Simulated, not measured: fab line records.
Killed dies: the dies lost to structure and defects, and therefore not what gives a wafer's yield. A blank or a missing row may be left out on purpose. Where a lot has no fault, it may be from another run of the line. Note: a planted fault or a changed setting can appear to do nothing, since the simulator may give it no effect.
Commonality check across tools -- flow nand harc -- 6 wafers sampled across 2 lots

## REASON FOR OPENING
Flagged at NHARC_END_SORT_01: reading killed dies, on 2 of 2 lots. Fault-free wafers read 66, with a standard deviation of 22.
Rule: a lot gets a flag if all its wafers with a number sit over 4 standard deviations from that mean, or if no wafer of it has a number. The other lots count as sound.

lot,measured,on,"killed dies, wafer by wafer",flag
L292,day 27 16:37,prober-02,677 677 677,FLAGGED
L291,day 27 16:38,prober-01,677 677 677,FLAGGED
The numbers of the flagged lots are 677 on average: +611 against the usual, or +28 standard deviations.

## WHICH TOOL EACH LOT WENT THROUGH
The record holds 3 process steps before the reading, out of a route of 1302 steps. Read each cell as the tool, then ch plus the chambers that the sampled wafers visited, then the start.
lot,flag,NHARC_A_CONTACT_ETCH_106,NHARC_A_CONTACT_ETCH_135,NHARC_A_CONTACT_ETCH_92
L292,FLAGGED,"rie diel-04 ch 0,2, day 25 12:46","har cap etch-01 ch 0,1, day 25 17:15","rie diel-04 ch 2,3, day 25 18:53"
L291,FLAGGED,"rie diel-11 ch 0,1,2, day 25 14:53","har cap etch-03 ch 0,1, day 25 19:30","rie diel-11 ch 0,1,2, day 25 21:08"
What the steps here do:
- NHARC_A_CONTACT_ETCH_106: etches the open film in CF4/O2, target depth 90 nm, overetch 9 nm, time 49.5 s.
- NHARC_A_CONTACT_ETCH_135: etches the open film in C4F8/O2/Ar, time 311 s, target depth 1912 nm.
- NHARC_A_CONTACT_ETCH_92: etches the open film in CH3F/O2, target depth 40 nm, time 85.7 s.
- NHARC_END_SORT_01

## FLAGGED OVER TOTAL, TOOL BY TOOL (the gauges that took the reading come last)
step,tool,lots run,flagged,share of the flagged lots,sound lots run after its first flagged lot
NHARC_A_CONTACT_ETCH_106,rie diel-04,1,1,some,0
NHARC_A_CONTACT_ETCH_106,rie diel-11,1,1,some,0
NHARC_A_CONTACT_ETCH_135,har cap etch-01,1,1,some,0
NHARC_A_CONTACT_ETCH_135,har cap etch-03,1,1,some,0
NHARC_A_CONTACT_ETCH_92,rie diel-04,1,1,some,0
NHARC_A_CONTACT_ETCH_92,rie diel-11,1,1,some,0
NHARC_END_SORT_01,prober-01,1,1,some,0
NHARC_END_SORT_01,prober-02,1,1,some,0

## WHAT THE TABLE ALLOWS
No row of the table ran every flagged lot.

## WHAT THE SIMULATOR PUT IN
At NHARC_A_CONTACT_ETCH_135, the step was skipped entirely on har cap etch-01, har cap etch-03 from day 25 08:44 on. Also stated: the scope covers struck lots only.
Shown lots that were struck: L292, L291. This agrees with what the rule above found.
